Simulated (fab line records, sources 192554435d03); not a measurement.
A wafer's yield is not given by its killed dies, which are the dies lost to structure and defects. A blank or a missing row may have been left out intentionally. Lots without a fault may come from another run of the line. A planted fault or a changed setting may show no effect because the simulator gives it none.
Split-lot study    flow n5Finfet    route with 1938 steps; 7 lots, 39 wafers read

## THE SPLIT
At N5_BEOL_M13_DESCUM_33 (chemistry O2, time 7.9 s), the setting timeS was moved away from the recipe's 7.9 s on 18 of the 39 wafers read, by -55.9% to +56.7%. All remaining wafers had this setting at the recipe value.

The file shows no step between the split and the reading.

## THE READING
coat_of_BEOL_M13_COAT_22.thkNm (the simulator's own value, which no gauge read), in nm, at N5_BEOL_M13_ETCH_67 (etches SiARC in CF4, target depth 143 nm, time 238.3 s). There is no usual value for it anywhere in the file. Across the 21 wafers here that went through the recipe, the average is 211.2 nm and the standard deviation 0.95 nm.

wafer   tool, chamber at the split  timeS as run, s  against the recipe  coat_of_BEOL_M13_COAT_22.thkNm, nm  against lot-mates on the recipe
L075.1  rieDiel-06, 2               7.9              recipe              210.2                               -
L075.2  rieDiel-06, 3               12.38            +56.7%              208.4                               -1.5
L075.3  rieDiel-06, 1               12.38            +56.7%              207.4                               -2.5
L075.4  rieDiel-06, 0               7.9              recipe              209.8                               -
L075.5  rieDiel-06, 1               7.9              recipe              209.6                               -
L075.6  rieDiel-06, 0               12.38            +56.7%              208                                 -1.9
L076.1  rieDiel-05, 1,3             4.367            -44.7%              212.2                               +2.1
L076.2  rieDiel-05, 3               4.367            -44.7%              212.2                               +2.1
L076.3  rieDiel-05, 2               7.9              recipe              210.2                               -
L076.4  rieDiel-05, 0               7.9              recipe              210                                 -
L076.6  rieDiel-05, 2               7.9              recipe              210                                 -
L076.5  rieDiel-05, 1,3             4.367            -44.7%              212.4                               +2.3
L080.1  rieDiel-06, 3               11.16            +41.3%              211.6                               -1.0
L080.2  rieDiel-06, 1               11.16            +41.3%              210.8                               -1.8
L080.3  rieDiel-06, 2,1             7.9              recipe              212.4                               -
L080.4  rieDiel-06, 2               11.16            +41.3%              210.4                               -2.2
L080.5  rieDiel-06, 3               7.9              recipe              212.8                               -
L080.6  rieDiel-06, 2,1             7.9              recipe              212.6                               -
L088.1  rieDiel-05, 2,3             7.9              recipe              210.8                               -
L088.5  rieDiel-05, 2,3             7.9              recipe              210.8                               -
L088.2  rieDiel-05, 0,3             3.486            -55.9%              213.4                               +2.5
L088.3  rieDiel-05, 1               7.9              recipe              211                                 -
L088.4  rieDiel-05, 0,3             3.486            -55.9%              213.6                               +2.7
L088.6  rieDiel-05, 2               3.486            -55.9%              212.6                               +1.7
L090.1  rieDiel-06, 0               5.489            -30.5%              213.2                               +1.4
L090.2  rieDiel-06, 1               5.489            -30.5%              213                                 +1.2
L090.3  rieDiel-06, 2               7.9              recipe              212.2                               -
L090.4  rieDiel-06, 3               7.9              recipe              211.4                               -
L090.5  rieDiel-06, 2               7.9              recipe              211.8                               -
L090.6  rieDiel-06, 1               5.489            -30.5%              211.8                               +0.0
L091.1  rieDiel-06, 1               6.208            -21.4%              211.6                               +0.1
L091.6  rieDiel-06, 1               6.208            -21.4%              211.6                               +0.1
L091.2  rieDiel-06, 2               6.208            -21.4%              211.2                               -0.3
L091.3  rieDiel-06, 3               7.9              recipe              212.4                               -
L091.4  rieDiel-06, 0               7.9              recipe              211                                 -
L091.5  rieDiel-06, 2               7.9              recipe              211.2                               -
L094.1  rieDiel-05, 3               7.9              recipe              211.4                               -
L094.3  rieDiel-05, 0               7.9              recipe              211.8                               -
L094.6  rieDiel-05, 2               7.9              recipe              210.8                               -
When a row names more than one chamber, that row covers several wafers, and the file does not tell which wafer ran in which chamber.

FIT RESULTS
A straight line over all 39 wafers: coat_of_BEOL_M13_COAT_22.thkNm changes by -0.0359 nm for each +1% of timeS; r = -0.75; the points scatter about the line by 0.94 nm.
The same after taking each lot's own level away (the mean of its wafers on the recipe; 39 wafers): -0.0379 nm for each +1%; r = -0.92; scatter 0.49 nm.
On that fit, the largest move of timeS shifts the reading by 2.2 nm.
Measured against the standard deviation above, the lots' own levels, which go from 209.87 to 212.60 nm, span 2.9 times it.
So the lot-to-lot level blurs the effect unless lot-mates are compared.
Check: -2.29 nm against its lot-mates is what the line predicts for one of the wafers moved furthest among these (+56.7%) when that wafer is left out of the fit. Against them it came out at -1.47 nm.

## THE WHOLE CHAIN: every reading that the file lists as answering this split, in the file's order
step                   what it does                                            reading                                                                          change (the file's fit)                 r (the file's)
N5_BEOL_M13_DESCUM_33  chemistry O2, time 7.9 s                                coat_of_BEOL_M13_COAT_22.thkNm (the simulator's own value, which no gauge read)  -0.036 nm for each +1% of the setting   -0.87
N5_BEOL_M13_ETCH_67    etches SiARC in CF4, target depth 143 nm, time 238.3 s  coat_of_BEOL_M13_COAT_22.thkNm (the simulator's own value, which no gauge read)  -0.0378 nm for each +1% of the setting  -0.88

## FILE'S OWN FIT
coat_of_BEOL_M13_COAT_22.thkNm changes by -0.0378 nm for each +1% of timeS, r = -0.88.
